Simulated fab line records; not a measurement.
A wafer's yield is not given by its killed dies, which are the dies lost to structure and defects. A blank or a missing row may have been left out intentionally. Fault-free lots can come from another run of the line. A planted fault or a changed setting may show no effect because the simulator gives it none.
A lot that was struck, set against a sound lot :: flow nandHarc :: 33 steps out of a route of 1302
Sound: wafers L341.1, L341.2, L341.3. The struck wafers were L343.1, L343.2, L343.5. The cause is given at the end.
Per side, at each step with rows, come the tool, then ch with its chambers, and then its first start. Under that, the readings that differ: sound wafers :: struck wafers :: difference of the means :: sigmas: that difference in standard deviations of wafers without a fault.
alike: readings with means less than 2 such deviations apart, plus words and numbers identical on both sides. not compared: withheld readings, readings lacking a value on some wafer, bounds such as >300 that could conceal the same value, and numbers that have no deviation in the record and whose values overlap.
A row with sigmas, a row that says differs or no value, or rows on one side alone: a step with any of these is where the two part. Numbers that don't overlap but have no deviation are shown without sigmas and don't part them. Lack of a reading on every wafer of one side parts them only where that side has two or more wafers.

first, 3 steps without rows for these wafers: NHARC_P_M0_DESCUM_14 (chemistry O2, time 3 s); NHARC_P_M0_ETCH_34 (etches the open film in N2/H2, target depth 40 nm, overetch 12 nm, time 43.94 s); NHARC_P_M0_ETCH_15 (etches the open film in C4F8/Ar, target depth 150 nm, overetch 15 nm, time 82.5 s).
NHARC_P_M0_CD_MEAS_16:
  struck on cdSem-03, day 8 13:23; sound on cdSem-03, day 7 20:33
reading: cdNm (nm)
sound: 88.1 87.8 88.4
struck: 90.3 90.9 89.3
difference: +2.1
sigmas: +2
then, 2 steps without rows for these wafers: NHARC_P_M0_STRIP_18 (strips in N2/H2); NHARC_P_M0_STRIP_19 (strips in post etch residue remover, time 600 s).
NHARC_P_M0_DEGAS_28: time 60 s.
  struck on pvdSputter-01, day 8 14:01; sound on pvdSputter-02, day 7 21:10
  alike: heaterPowerW
then, 1 step without rows for these wafers: NHARC_P_M0_PRE_CLEAN_29 (time 30 s).
NHARC_P_M0_PVD_20: deposits TaN, target thk 5 nm, time 8.06 s.
  sound on pvdSputter-02; struck on pvdSputter-01
  alike: chamberPressurePa, substrateTempC, throttleValvePct
NHARC_P_M0_PVD_21: deposits Cu, target thk 30 nm, time 20.49 s.
  sound on pvdSputter-02; struck on pvdSputter-01
  alike: chamberPressurePa, substrateTempC, throttleValvePct
then, 1 step without rows for these wafers: NHARC_P_M0_ECD_22 (material Cu, target thk 400 nm).
NHARC_P_M0_ANNEAL_30: time 90 s.
  sound on rtpAnneal-02 ch 0, day 7 21:55; struck on rtpAnneal-02 ch 0, day 8 14:45
  alike: wafer_temp_C_max
NHARC_P_M0_CMP_23: polishes, t overpolish 20 s, target thk 117.54 nm.
  sound on cmp-04 ch 0,1,3, day 7 22:16; struck on cmp-04 ch 0,2, day 8 15:07
  alike: motorCurrentA, timeToEndpointS
NHARC_P_M0_THK_MEAS_24: measures by xrf.
  struck on filmMetro-02, day 8 15:25; sound on filmMetro-01, day 7 22:35
  alike: thkNm
next, for these wafers, 1 step has no rows: NHARC_P_M0_SRD_25.
NHARC_P_M0_INSPECT_27:
  struck on defectInspect-01, day 8 15:34; sound on defectInspect-01, day 7 22:44
  alike: rawDefectCount
then, 1 step without rows for these wafers: NHARC_P_M0_PRE_CLEAN_31 (time 12 s).
NHARC_P_M0_DEP_32: deposits SiCN, target thk 30 nm.
  sound on pecvd-04 ch 0,1,2, day 7 22:53; struck on pecvd-04 ch 0,1,2, day 8 15:46
  alike: heaterPowerOuterW, heaterPowerW, showerheadVppV
then, 10 steps without rows for these wafers: NHARC_P_M1_DEP_00 (deposits SiOC, target thk 182.5 nm); NHARC_P_M1_DEHYDRATE_01 (time 120 s); NHARC_P_M1_HMDS_02 (time 30 s); NHARC_P_M1_COAT_34 (time 65 s); NHARC_P_M1_COAT_03 (resist thk 90 nm); NHARC_P_M1_SOFTBAKE_04 (time 55 s); NHARC_P_M1_EBR_05; NHARC_P_M1_EXPOSE_06 (exposes mask P M1, target cd 130 nm); NHARC_P_M1_PEB_07 (peb time 65 s); NHARC_P_M1_DEVELOP_08 (develop time 35 s).
NHARC_P_M1_CD_MEAS_09: target cd 130 nm.
  sound on cdSem-03 ch 0, day 8 00:08; struck on cdSem-02 ch 0, day 8 16:50
  alike: cdNm
NHARC_P_M1_OVL_MEAS_10: pitch 260 nm.
  struck on overlay-01, day 8 16:56; sound on overlay-02, day 8 00:13
reading: overlayXNm (nm)
sound: -2.2 -1.7 -2.1
struck: -0.1 -0.1 -0.3
difference: +1.8
sigmas: +2
  alike: overlayYNm
NHARC_P_M1_INSPECT_11:
  struck on defectInspect-02, day 8 16:58; sound on defectInspect-01, day 8 00:16
reading: rawDefectCount
sound: 3 2 5
struck: 266 263 288
difference: +269
sigmas: +99 or more
then, 1 step without rows for these wafers: NHARC_P_M1_DESCUM_14 (chemistry O2, time 3 s).
-- break in the record here, with 19 days between the starts of the struck wafers on either side (left off in module P_M1, picked up again in module END, where the first step shown is number 1302 on the route) --
NHARC_END_SORT_01:
  the record has rows for the struck wafers here (prober-01 ch 0, day 27 19:52) and none for the sound ones

## WHERE THEY PART
Last at NHARC_END_SORT_01 as far as this record goes, first at NHARC_P_M0_CD_MEAS_16.

WHY: what the simulator had put in
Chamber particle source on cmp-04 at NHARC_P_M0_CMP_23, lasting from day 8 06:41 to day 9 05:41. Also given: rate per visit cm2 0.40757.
